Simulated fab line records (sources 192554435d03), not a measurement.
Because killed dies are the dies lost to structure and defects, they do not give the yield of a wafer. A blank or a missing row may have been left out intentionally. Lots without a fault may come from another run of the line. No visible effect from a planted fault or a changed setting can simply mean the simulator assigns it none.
fab line records | flow n5_finfet
[record] lots = 6 | wafers = 18 | last_day = 17
route steps=1938 shown MOL_CONTACT_COAG@537 PASSIVATION@1936
lots with no fault: from the same line, run without faults
start_h: the number of hours between the record's first day and the start of the first shown wafer of the lot | wait_h: how many hours have passed since the lot's step before this one | " unchanged from the row above | L1.1+2: one row covering several wafers at once | - no value, or no start given | * or withheld: withheld | < > ~ a bound
route shown NAME@n: names a module that has steps shown in the file, with the first one's number in the route | usual: mean/standard deviation taken from wafers without a fault | same: alike in all rows | chamber/n: place in a boat | sites: readings site by site | _std_site: standard deviation across them | _edge_site: inner sites' mean taken away from outer sites' mean | radius_mm: how far each site lies from the wafer's centre | mask NAME#n: copy n | behind: the last tool/chamber to shape the wafer | hold: why the lot was held/for how many hours/how that ended | device: names the non-switching transistor (n, p or np) | end of line: tests run on the same wafers once the route is complete | step lacking rows: just its recipe | killed: at the first sort, the dies lost to defects and structure; wafer yield is something else | map: per-die view of a wafer (x killed, . not killed, _ where there is no die)
set.NAME: the run value of the setting; set.NAME@STEP: its run value at that earlier step | model.NAME: the simulator's own value behind a step, which no gauge read
lots at selected steps of the route; one table per step, one row per wafer
services: when a tool's chamber went out of use (start_h, in hours from the record's first day, below 0 if earlier), for how many hours, and the reason
[[steps]]
[step N5_MOL_CONTACT_COAG_ETCH_15]
[recipe] chemistry = CH3F/O2 | target = SiNx | target_depth_a = 70 | mask_material = SOC | stop_on = Si:P | over_etch_frac = 0.75 | ion_energy_ev = 120 | pressure_mtorr = 30 | source_w = 395 | bias_w = 73 | Ar_flow_sccm = 150 | CH3F_flow_sccm = 30 | O2_flow_sccm = 20
[usual] drypump_motor_current_A = 5.9/0.43 | mfc_ar_sccm = 150.0/0.44 | oes_product_au = 0.57/0.051 | rf_vpp_V = 295/7.6 | showerhead_plenum_p_Torr = 2.01/0.055 | throttle_valve_pct = 16.37/0.25
lot.wafer | tool        | chamber | start_h | wait_h | drypump_motor_current_A | mfc_ar_sccm | oes_product_au | rf_hours_counter_h | rf_vpp_V | showerhead_plenum_p_Torr | throttle_valve_pct
L480.2    | rie_diel-03 | 0       | 101.42  | 0.0    | 6.1                     | 150.7       | 0.53           | 144                | 280      | 2.03                     | 16.73
L480.4    | "           | 3       | "       | "      | 6.3                     | 150.9       | 0.64           | -                  | 296      | 1.95                     | 15.84
L480.6    | "           | 2       | "       | "      | 5.4                     | 149.0       | 0.55           | -                  | 302      | 1.98                     | 16.06
L486.1    | rie_diel-01 | 2       | 133.55  | 0.0    | 6.2                     | 150.9       | 0.69           | 16                 | 297      | 2.05                     | 16.32
L486.4    | "           | 0       | "       | "      | 6.4                     | 150.2       | 0.58           | 126                | 301      | 2.08                     | 16.36
L486.6    | "           | 0       | "       | "      | 6.4                     | 149.5       | 0.58           | -                  | 299      | 2.08                     | 16.36
L489.2    | rie_diel-06 | 0       | 159.72  | 0.0    | 5.7                     | 149.8       | 0.58           | 113                | 283      | 2.11                     | 16.38
L489.4    | "           | 1       | "       | "      | 6.5                     | 148.9       | 0.52           | 231                | 304      | 2.06                     | 16.67
L489.5    | "           | 0       | "       | "      | 5.7                     | 150.6       | 0.57           | -                  | 284      | 2.11                     | 16.38
L490.3    | rie_diel-06 | 0       | 166.52  | 0.0    | 5.7                     | 149.7       | 0.58           | 116                | 284      | 2.10                     | 16.37
L490.4    | "           | 2       | "       | "      | 5.4                     | 149.6       | 0.54           | 188                | 288      | 1.98                     | 16.26
L490.5    | "           | 2       | "       | "      | 5.4                     | 149.6       | 0.55           | -                  | 288      | 1.98                     | 16.26
L500.2    | rie_diel-06 | 2       | 213.92  | 0.0    | 5.4                     | 150.0       | 0.53           | 203                | 286      | 1.98                     | 16.28
L500.5    | "           | 2       | "       | "      | 5.4                     | 150.4       | 0.54           | -                  | 288      | 1.98                     | 16.29
L500.6    | "           | 3       | "       | "      | 5.3                     | 150.2       | 0.61           | -                  | 298      | 2.06                     | 16.40
L502.3    | rie_diel-03 | 0       | 230.11  | 0.0    | 6.1                     | 150.1       | 0.51           | 189                | 279      | 2.01                     | 16.80
L502.4    | "           | 2       | "       | "      | 5.4                     | 150.0       | 0.52           | 197                | 300      | 1.97                     | 16.12
L502.6    | "           | 2       | "       | "      | 5.4                     | 149.6       | 0.51           | -                  | 300      | 1.97                     | 16.13
[step N5_MOL_CONTACT_COAG_ETCH_110]
[recipe] chemistry = CF4/O2 | target = Si | target_depth_a = 25 | time_s = 8 | pressure_mtorr = 100 | source_w = 200 | bias_w = 12 | ion_energy_ev = 60 | Ar_flow_sccm = 100 | cf4_flow_sccm = 100 | O2_flow_sccm = 10
[step N5_MOL_CONTACT_COAG_STRIP_98]
[recipe] chemistry = N2/H2 | power_w = 500 | temp_c = 40 | pressure_mtorr = 50 | rf_frequency_hz = 6e+07 | overash_fraction = 0.3 | bias_power_w = 8 | h2_frac = 0.5 | n2_flow_sccm = 300 | h2_flow_sccm = 300
[step N5_MOL_CONTACT_COAG_CD_MEAS_99]
[recipe] target_cd_nm = 17.2 | polarity = opening
[usual] cd_nm = 17.0/0.38
lot.wafer | tool      | chamber | start_h | wait_h | cd_nm
L480.2    | cd_sem-01 | -       | 101.60  | -      | 17.2
L480.4    | "         | -       | "       | "      | 17.5
L480.6    | "         | -       | "       | "      | 17.0
L486.1    | cd_sem-02 | -       | 133.73  | -      | 17.4
L486.4    | "         | -       | "       | "      | 16.6
L486.6    | "         | -       | "       | "      | 16.5
L489.2    | cd_sem-03 | -       | 159.90  | -      | 16.8
L489.4    | "         | -       | "       | "      | 16.9
L489.5    | "         | -       | "       | "      | 17.1
L490.3    | cd_sem-03 | -       | 166.70  | -      | 16.9
L490.4    | "         | -       | "       | "      | 16.6
L490.5    | "         | -       | "       | "      | 16.3
L500.2    | cd_sem-03 | -       | 214.10  | -      | 17.3
L500.5    | "         | -       | "       | "      | 17.4
L500.6    | "         | -       | "       | "      | 17.6
L502.3    | cd_sem-01 | -       | 230.29  | -      | 17.0
L502.4    | "         | -       | "       | "      | 16.9
L502.6    | "         | -       | "       | "      | 16.5
[step N5_MOL_CONTACT_COAG_IMPLANT_129]
[recipe] species = Ge | energy_kev = 3 | dose_cm2 = 6e+14 | tilt_deg = 0 | rotation_deg = 0
[step N5_MOL_CONTACT_COAG_PRECLEAN_111]
[recipe] chemistry = NF3:NH3 | afs_cycles = 1 | temp_c = 30 | time_s = 20 | sublimation_temp_c = 180 | sublimation_time_s = 60 | pressure_torr = 3 | rf_power_w = 30
[step N5_MOL_CONTACT_COAG_TI_SIL_19]
[recipe] material = Ti | target_thk_a = 42 | temp_c = 200 | chamber_pressure_pa = 5 | power_w = 5000 | time_s = 15
[usual] chamber_pressure_pa = 4.999/0.011 | throttle_valve_pct = 30.4/0.94
lot.wafer | tool           | chamber | start_h | wait_h | chamber_pressure_pa | throttle_valve_pct
L480.2    | pvd_sputter-03 | -       | 102.51  | 0.2    | 4.983               | 32.4
L480.4    | "              | -       | "       | "      | 4.992               | 30.9
L480.6    | "              | -       | "       | "      | 4.985               | 30.9
L486.1    | pvd_sputter-02 | -       | 134.38  | 0.3    | 4.983               | 30.0
L486.4    | "              | -       | "       | "      | 5.013               | 29.9
L486.6    | "              | -       | "       | "      | 5.007               | 29.3
L489.2    | pvd_sputter-03 | -       | 161.22  | 0.2    | 5.004               | 31.3
L489.4    | "              | -       | "       | "      | 4.993               | 30.8
L489.5    | "              | -       | "       | "      | 5.012               | 32.2
L490.3    | pvd_sputter-01 | -       | 167.21  | 0.2    | 5.000               | 30.4
L490.4    | "              | -       | "       | "      | 4.992               | 30.2
L490.5    | "              | -       | "       | "      | 5.014               | 28.4
L500.2    | pvd_sputter-02 | -       | 214.69  | 0.3    | 5.004               | 29.9
L500.5    | "              | -       | "       | "      | 5.004               | 29.8
L500.6    | "              | -       | "       | "      | 4.999               | 29.6
L502.3    | pvd_sputter-03 | -       | 231.22  | 0.2    | 5.005               | 32.2
L502.4    | "              | -       | "       | "      | 4.994               | 31.6
L502.6    | "              | -       | "       | "      | 5.014               | 31.8
[step N5_MOL_CONTACT_COAG_ALD_20]
[recipe] material = TiN | target_thk_a = 15 | temp_c = 400 | ald_precursor_family = TiCl4 | ald_co_reactant = NH3 | pulse_time_s = 1 | purge_time_s = 3 | co_reactant_purge_time_s = 2 | co_reactant_pulse_time_s = 2 | ald_cycles = 68 | pressure_torr = 3
[step N5_MOL_CONTACT_COAG_SIL_ANNEAL_21]
[recipe] temp_c = 550 | time_s = 60 | ambient = N2
[usual] lamp_power_pct = 6.43/0.033 | lamp_zone_1_pct = 6.43/0.034 | wafer_temp_C_max = 552.9/0.96
lot.wafer | tool          | chamber | start_h | wait_h | lamp_power_pct | lamp_zone_1_pct | wafer_temp_C_max
L480.2    | rtp_anneal-01 | 0       | 103.04  | 0.2    | 6.39           | 6.39            | 551.5
L480.4    | "             | 0       | "       | "      | 6.40           | 6.39            | 551.4
L480.6    | "             | 0       | "       | "      | 6.40           | 6.40            | 552.0
L486.1    | rtp_anneal-02 | 0       | 135.06  | 0.3    | 6.47           | 6.47            | 554.0
L486.4    | "             | 0       | "       | "      | 6.46           | 6.46            | 553.2
L486.6    | "             | 0       | "       | "      | 6.45           | 6.46            | 553.6
L489.2    | rtp_anneal-01 | 0       | 161.95  | 0.4    | 6.40           | 6.39            | 552.8
L489.4    | "             | 0       | "       | "      | 6.39           | 6.39            | 551.8
L489.5    | "             | 0       | "       | "      | 6.39           | 6.39            | 552.2
L490.3    | rtp_anneal-02 | 0       | 167.77  | 0.3    | 6.47           | 6.46            | 554.0
L490.4    | "             | 0       | "       | "      | 6.46           | 6.47            | 553.6
L490.5    | "             | 0       | "       | "      | 6.47           | 6.46            | 553.0
L500.2    | rtp_anneal-02 | 0       | 215.29  | 0.3    | 6.46           | 6.46            | 553.5
L500.5    | "             | 0       | "       | "      | 6.46           | 6.46            | 552.7
L500.6    | "             | 0       | "       | "      | 6.47           | 6.46            | 554.4
L502.3    | rtp_anneal-02 | 0       | 231.88  | 0.4    | 6.46           | 6.47            | 554.1
L502.4    | "             | 0       | "       | "      | 6.47           | 6.46            | 552.7
L502.6    | "             | 0       | "       | "      | 6.45           | 6.45            | 553.5
[step N5_MOL_CONTACT_COAG_PRE_CLEAN_141]
[recipe] gas = H2/He | time_s = 60 | temp_c = 300
[step N5_MOL_CONTACT_COAG_SPUTTER_143]
[recipe] material = Co | target_thk_a = 25 | temp_c = 25 | chamber_pressure_pa = 0.2
[usual] chamber_pressure_pa = 0.2000/0.00043 | throttle_valve_pct = 30.4/0.84
lot.wafer | tool           | chamber | start_h | wait_h | chamber_pressure_pa | throttle_valve_pct
L480.2    | pvd_sputter-03 | -       | 103.53  | 0.0    | 0.2000              | 32.0
L480.4    | "              | -       | "       | "      | 0.2010              | 30.8
L480.6    | "              | -       | "       | "      | 0.2003              | 31.3
L486.1    | pvd_sputter-03 | -       | 135.34  | 0.0    | 0.1999              | 31.3
L486.4    | "              | -       | "       | "      | 0.1996              | 30.8
L486.6    | "              | -       | "       | "      | 0.1995              | 30.6
L489.2    | pvd_sputter-03 | -       | 162.20  | 0.0    | 0.1997              | 32.2
L489.4    | "              | -       | "       | "      | 0.2000              | 30.9
L489.5    | "              | -       | "       | "      | 0.1990              | 32.0
L490.3    | pvd_sputter-03 | -       | 169.94  | 0.0    | 0.1994              | 30.5
L490.4    | "              | -       | "       | "      | 0.2009              | 31.8
L490.5    | "              | -       | "       | "      | 0.1988              | 31.1
L500.2    | pvd_sputter-02 | -       | 217.82  | 0.0    | 0.2003              | 30.7
L500.5    | "              | -       | "       | "      | 0.2001              | 31.0
L500.6    | "              | -       | "       | "      | 0.2007              | 29.8
L502.3    | pvd_sputter-03 | -       | 232.40  | 0.0    | 0.2001              | 31.0
L502.4    | "              | -       | "       | "      | 0.1997              | 32.1
L502.6    | "              | -       | "       | "      | 0.2001              | 32.3
[step N5_MOL_CONTACT_COAG_CO_FILL_22]
[recipe] material = Co | target_thk_a = 200 | temp_c = 200 | precursor = CCTBA/H2 | pressure_torr = 30
[step N5_MOL_CONTACT_COAG_ANNEAL_113]
[recipe] temp_c = 400 | time_s = 300 | ambient = H2/N2
[usual] anneal_temp_c = 400.00/0.22 | anneal_temp_c_max = 401.8/0.4 | lamp_power_pct = 2.764/0.015 | wafer_temp_C_max = 401.9/0.65
lot.wafer | tool          | chamber | start_h | wait_h | anneal_temp_c | anneal_temp_c_max | lamp_power_pct | wafer_temp_C_max
L480.2    | rtp_anneal-02 | 0       | 104.48  | 0.5    | 399.99        | 401.7             | 2.774          | 402.3
L480.4    | "             | 0       | "       | "      | 399.56        | 401.5             | 2.776          | 402.5
L480.6    | "             | 0       | "       | "      | 399.83        | 401.2             | 2.776          | 402.8
L486.1    | rtp_anneal-02 | 0       | 136.07  | 0.3    | 399.75        | 401.3             | 2.776          | 402.4
L486.4    | "             | 0       | "       | "      | 399.68        | 401.4             | 2.777          | 402.8
L486.6    | "             | 0       | "       | "      | 399.49        | 401.2             | 2.774          | 403.0
L489.2    | rtp_anneal-01 | -       | 163.08  | 0.5    | -             | -                 | -              | -
L489.4    | "             | -       | "       | "      | -             | -                 | -              | -
L489.5    | "             | -       | "       | "      | -             | -                 | -              | -
L490.3    | rtp_anneal-02 | -       | 170.98  | 0.6    | -             | -                 | -              | -
L490.4    | "             | -       | "       | "      | -             | -                 | -              | -
L490.5    | "             | -       | "       | "      | -             | -                 | -              | -
L500.2    | rtp_anneal-02 | 0       | 218.70  | 0.5    | 400.06        | 401.5             | 2.777          | 402.3
L500.5    | "             | 0       | "       | "      | 400.17        | 401.8             | 2.775          | 402.7
L500.6    | "             | 0       | "       | "      | 399.64        | 401.3             | 2.777          | 402.8
L502.3    | rtp_anneal-02 | 0       | 233.44  | 0.6    | 400.28        | 401.7             | 2.770          | 402.3
L502.4    | "             | 0       | "       | "      | 400.24        | 401.8             | 2.780          | 401.9
L502.6    | "             | 0       | "       | "      | 400.53        | 402.0             | 2.776          | 402.5
[step N5_MOL_CONTACT_COAG_PRE_CLEAN_142]
[recipe] gas = H2/He | time_s = 60 | temp_c = 300
[usual] heater_power_w = 472/65
lot.wafer | tool           | chamber | start_h | wait_h | heater_power_w
L480.2    | pvd_sputter-02 | -       | 105.26  | 0.6    | 496
L480.4    | "              | -       | "       | "      | 428
L480.6    | "              | -       | "       | "      | 420
L486.1    | pvd_sputter-03 | -       | 137.38  | 1.2    | 451
L486.4    | "              | -       | "       | "      | 436
L486.6    | "              | -       | "       | "      | 424
L489.2    | pvd_sputter-01 | -       | 164.97  | 1.7    | 484
L489.4    | "              | -       | "       | "      | 420
L489.5    | "              | -       | "       | "      | 622
L490.3    | pvd_sputter-03 | -       | 171.62  | 0.5    | 418
L490.4    | "              | -       | "       | "      | 451
L490.5    | "              | -       | "       | "      | 447
L500.2    | pvd_sputter-03 | -       | 219.88  | 1.0    | 426
L500.5    | "              | -       | "       | "      | 443
L500.6    | "              | -       | "       | "      | 418
L502.3    | pvd_sputter-02 | -       | 234.83  | 1.2    | 394
L502.4    | "              | -       | "       | "      | 564
L502.6    | "              | -       | "       | "      | 554
[step N5_PASSIVATION_PROBE_49]
[usual] killed_at_M0_to_M3 = 33/11 | killed_at_M4_up = 13/5.2 | killed_at_contacts = 11/5.7 | killed_at_front_end = 39/11 | killed_at_other = 4/3 | killed_dies = 101/20 | killed_open = 66/15 | killed_short = 33/8.4
[same] gross_dies = 1180 | killed_at_back_side = 0
lot.wafer | tool      | chamber | start_h | wait_h | killed_at_M0_to_M3 | killed_at_M4_up | killed_at_contacts | killed_at_front_end | killed_at_other | killed_dies | killed_open | killed_short
L486.6    | prober-01 | -       | 315.86  | 0.3    | 45                 | 8               | 9                  | 34                  | 1               | 97          | 63          | 33
L489.4    | prober-01 | -       | 337.47  | 0.2    | 30                 | 16              | 6                  | 34                  | 2               | 88          | 56          | 28
L502.3    | prober-02 | -       | 419.49  | 0.1    | 62                 | 29              | 7                  | 44                  | 2               | 144         | 105         | 38
L502.4    | prober-02 | -       | 419.54  | 0.2    | 28                 | 15              | 6                  | 35                  | 1               | 85          | 55          | 30
L502.6    | prober-02 | -       | 419.64  | 0.3    | 33                 | 13              | 17                 | 44                  | 4               | 111         | 71          | 38
// killed by level:class
L486.6 BEOL_M3:geometric_particle:open=12 BEOL_M2:geometric_particle:open=11 MOL_CONTACT_COAG:geometric_particle:open=8 FIN_SAQP:geometric_particle:short=6 BEOL_M0_SAQP:geometric_particle:open=6 BEOL_M1:geometric_particle:open=6 FIN_SAQP:geometric_particle:open=5 DUMMY_GATE:geometric_particle:open=5
L489.4 BEOL_M2:geometric_particle:open=9 BEOL_M0_SAQP:geometric_particle:short=8 FIN_SAQP:geometric_particle:open=6 STI_FIN_REVEAL:geometric_particle:open=5 BEOL_M0_SAQP:geometric_particle:open=5 MOL_CONTACT_COAG:geometric_particle:open=5 GATE_CUT:geometric_particle:short=4 GATE_CUT:geometric_particle:open=4
L502.3 BEOL_M2:geometric_particle:open=17 BEOL_M1:geometric_particle:open=13 BEOL_M4:geometric_particle:open=12 FIN_SAQP:geometric_particle:short=9 BEOL_M0_SAQP:geometric_particle:short=9 BEOL_M3:geometric_particle:open=9 STI_FIN_REVEAL:geometric_particle:open=8 MOL_CONTACT_COAG:geometric_particle:open=7
L502.4 FIN_SAQP:geometric_particle:short=9 BEOL_M0_SAQP:geometric_particle:open=8 FIN_SAQP:geometric_particle:open=7 STI_FIN_REVEAL:geometric_particle:open=6 BEOL_M0_SAQP:geometric_particle:short=6 BEOL_M2:geometric_particle:open=6 MOL_CONTACT_COAG:geometric_particle:open=5 BEOL_M1:geometric_particle:open=5
L502.6 FIN_SAQP:geometric_particle:open=13 MOL_CONTACT_COAG:geometric_particle:open=10 BEOL_M2:geometric_particle:open=8 STI_FIN_REVEAL:geometric_particle:open=7 BEOL_M1:geometric_particle:open=7 FIN_SAQP:geometric_particle:short=6 BEOL_M5:geometric_particle:open=6 DUMMY_GATE:geometric_particle:open=5
[[services]]
tool           | chamber | start_h | hours | kind
rie_diel-03    | 1       | 92.41   | 36.0  | repair
pvd_sputter-01 | -       | 128.15  | 7.3   | repair
pvd_sputter-01 | -       | 138.01  | 14.9  | repair
pvd_sputter-02 | -       | 152.82  | 8.3   | repair
rie_diel-06    | 1       | 220.53  | -     | clean
rie_diel-06    | 1       | 220.53  | -     | consumable_replace:focus_ring
rie_diel-06    | 1       | 220.53  | 20.2  | scheduled_down
rie_diel-06    | 1       | 220.53  | 20.2  | vent_cycle
rtp_anneal-02  | -       | 220.97  | 2.9   | pm
rie_diel-03    | -       | 222.26  | 2.8   | pm
[[key]]
[first_sign] step = N5_MOL_CONTACT_COAG_ANNEAL_113 | reading = tool_record | direction = missing
effect none on later readings
met_at N5_MOL_CONTACT_COAG_ANNEAL_113
struck_wafers L489.2,L489.4,L489.5,L490.3,L490.4,L490.5
tester_left_out L489,L490
onset_between 136.07 163.08
[fault] kind = skipped_step_whole | tool = rtp_anneal-01,rtp_anneal-02 | chamber = - | onset_h = 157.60 | steps = N5_MOL_CONTACT_COAG_ANNEAL_113 | scope = struck_lots_only
// tester_left_out: of these lots the tester's yield and bins aren't shown, on N5 and GAA mostly nor the transistor test; their killed dies are dies lost to structure and defects alone, not to doping, threshold or leakage, so they don't give the yield
